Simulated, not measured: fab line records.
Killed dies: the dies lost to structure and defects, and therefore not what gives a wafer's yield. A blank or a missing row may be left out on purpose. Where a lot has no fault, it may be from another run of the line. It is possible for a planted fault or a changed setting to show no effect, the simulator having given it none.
Chamber matching    flow n5Finfet    N5_DUMMY_GATE_ETCH_32 on rieSi-06: 4 sister chambers
The step etches SiO2 in CF4, target depth 3.5 nm, time 3.9 s. 20 wafers are shown with their chamber, then 10 later ones without.

## EACH WAFER AND ITS CHAMBER
wafer   chamber  throttleValvePct (%)  drypumpMotorCurrentA (A)  oesProductAu (a.u.)
L075.4  3        21.88                 6.4                       0.970
L075.5  3        21.88                 6.4                       0.977
L075.6  0        22.08                 5.2                       0.997
L076.2  3        21.87                 6.4                       0.967
L076.3  0        22.05                 5.2                       0.988
L076.4  2        21.58                 4.9                       1.006
L078.1  3        21.89                 6.4                       0.984
L078.4  0        22.08                 5.2                       0.988
L078.6  3        21.87                 6.4                       0.964
L079.1  1        21.48                 5.1                       1.026
L079.3  2        21.56                 4.9                       1.011
L079.6  0        22.08                 5.2                       0.987
L080.3  2        21.58                 4.9                       0.995
L080.4  3        21.87                 6.4                       0.963
L080.5  3        21.86                 6.3                       0.957
L083.2  0        22.07                 5.2                       0.993
L083.5  1        21.48                 5.0                       1.020
L083.6  2        21.59                 4.9                       1.012
L085.2  3        21.87                 6.4                       0.966
L085.5  0        22.09                 5.2                       0.994

SIGNATURES (means of the wafers above)
reading               chamber 0  chamber 1  chamber 2  chamber 3  scatter within a chamber
throttleValvePct      22.0750    21.4800    21.5775    21.8738    0.0112
drypumpMotorCurrentA  5.200      5.050      4.900      6.388      0.0293
oesProductAu          0.99117    1.02300    1.00600    0.96850    0.00702
Rule: for each reading, subtract the chamber's mean from the wafer's reading, divide by that reading's scatter and square the result; add these up over the readings and take the root, which gives the wafer's distance from the chamber. The wafer belongs to the nearest chamber; if the next one is less than 2 further off, it can't be placed. The scatter: take each reading less its chamber's mean, square it, sum over the shown wafers, divide by the number of wafers less the number of chambers, and take the root.

## WAFERS WITH NO CHAMBER GIVEN
wafer   throttleValvePct (%)  drypumpMotorCurrentA (A)  oesProductAu (a.u.)
L085.6  21.49                 5.0                       1.024
L086.1  21.49                 5.0                       1.028
L086.3  21.58                 4.9                       1.005
L086.5  21.87                 6.4                       0.964
L090.2  22.10                 5.2                       0.997
L090.3  21.57                 4.9                       1.014
L090.5  21.48                 5.1                       1.025
L093.3  21.56                 4.9                       1.006
L093.4  21.87                 6.4                       0.966
L093.6  21.48                 5.0                       1.015

## WHICH CHAMBER EACH ONE RAN IN
wafer   from the rows above  in truth
L085.6  1                    1
L086.1  1                    1
L086.3  2                    2
L086.5  3                    3
L090.2  0                    0
L090.3  2                    2
L090.5  1                    1
L093.3  2                    2
L093.4  3                    3
L093.6  1                    1
Correct placement for 10 of the 10. Can't be placed from these rows: 0. Placed wrongly: 0.
